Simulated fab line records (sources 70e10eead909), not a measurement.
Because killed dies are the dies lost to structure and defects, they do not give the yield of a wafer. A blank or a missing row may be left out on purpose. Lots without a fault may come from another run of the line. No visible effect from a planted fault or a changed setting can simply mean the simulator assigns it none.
Comparing a struck lot with a sound one || flow nandHarc || 13 steps out of a route of 1302
Sound: wafers L879.2, L879.4, L879.5. Struck: wafer L881.1 (L881.3, L881.4, from the same lot, were not struck and are left out); the cause is given at the end.
Per side, at each step with rows, come the tool, then ch with its chambers, and then its first start. Under that, the readings that differ: sound wafers || struck wafers || difference of the means || sigmas: that difference in standard deviations of wafers without a fault.
alike: same words and numbers on both sides, and readings whose means sit less than 2 such deviations apart. not compared: any withheld reading, any reading some wafer has no value for, any bound like >300 that may hide the same value, and any number with overlapping values for which the record gives no deviation.
A row with sigmas, a row that says differs or no value, or rows on one side alone: a step with any of these is where the two part. Numbers that have no deviation but don't overlap get no sigmas and don't part them. A reading missing from all wafers of one side parts the sides only when that side holds two or more wafers.

first, 5 steps without rows for these wafers: NHARC_A_STAIRCASE_PEB_182 (peb time 130 s); NHARC_A_STAIRCASE_DEVELOP_183 (time 140 s); NHARC_A_STAIRCASE_HARDBAKE_185 (time 140 s); NHARC_A_STAIRCASE_DESCUM_186 (chemistry O2, time 3 s); NHARC_A_STAIRCASE_TRIM_187 (chemistry O2, time 211.2 s).
NHARC_A_STAIRCASE_ETCH_188: etches the open film in C4F8/O2, target depth 100 nm, time 40.5 s.
  sound on rieDiel-08 ch 0,2,3; struck on rieDiel-04 ch 2
  alike: oesProductAu, rfVppV
  not compared: rfHoursCounterH
NHARC_A_STAIRCASE_TRIM_189: chemistry O2, time 211.2 s.
  sound on rieDiel-08 ch 0,2,3; struck on rieDiel-04 ch 2
{"reading": "throttleValvePct (%)", "sound": "17.041 17.044 17.013", "struck": 17.054, "difference": "+0.021", "sigmas": "+2"}
  alike: drypumpMotorCurrentA, oesProductAu, rfVppV, showerheadPlenumPTorr
  not compared: rfHoursCounterH
NHARC_A_STAIRCASE_ETCH_190: etches the open film in C4F8/O2, target depth 100 nm, time 40.5 s.
  sound on rieDiel-08 ch 0,2,3; struck on rieDiel-04 ch 1
  alike: oesProductAu, rfVppV
  not compared: rfHoursCounterH
then, 1 step without rows for these wafers: NHARC_A_STAIRCASE_TRIM_191 (chemistry O2, time 211.2 s).
NHARC_A_STAIRCASE_ETCH_192: etches the open film in C4F8/O2, target depth 100 nm, time 40.5 s.
  sound on rieDiel-08 ch 1,2; struck on rieDiel-04 ch 3
{"reading": "oesProductAu (a.u.)", "sound": "0.960 0.942 0.956", "struck": 0.929, "difference": -0.024, "sigmas": -2}
{"reading": "rfVppV (V)", "sound": "894.5 894.0 895.1", "struck": 887.7, "difference": -6.8, "sigmas": -2}
  not compared: rfHoursCounterH
NHARC_A_STAIRCASE_TRIM_193: chemistry O2, time 211.2 s.
  sound on rieDiel-08 ch 0,2,3; struck on rieDiel-04 ch 1
  alike: drypumpMotorCurrentA, oesProductAu, rfVppV, showerheadPlenumPTorr, throttleValvePct
  not compared: rfHoursCounterH
NHARC_A_STAIRCASE_ETCH_194: etches the open film in C4F8/O2, target depth 100 nm, time 40.5 s.
  sound on rieDiel-08 ch 0,1,2, day 19 03:23; struck on rieDiel-04 ch 0, day 20 10:31
{"reading": "oesProductAu (a.u.)", "sound": "0.929 0.935 0.943", "struck": 0.791, "difference": -0.145, "sigmas": -16}
  alike: rfVppV
  not compared: rfHoursCounterH
-- the record jumps here: 8 days lie between the struck wafers' starts before and after (it left off in module A_STAIRCASE and takes up again in module END, whose first step shown is number 1302 of the route) --
NHARC_END_SORT_01:
  at this point the record logs the struck wafers (prober-02 ch 0, day 28 22:01) and has no rows for the sound ones

== WHERE THEY PART ==
First at NHARC_A_STAIRCASE_TRIM_189; last, within this record, at NHARC_END_SORT_01.

WHY: what the simulator had put in
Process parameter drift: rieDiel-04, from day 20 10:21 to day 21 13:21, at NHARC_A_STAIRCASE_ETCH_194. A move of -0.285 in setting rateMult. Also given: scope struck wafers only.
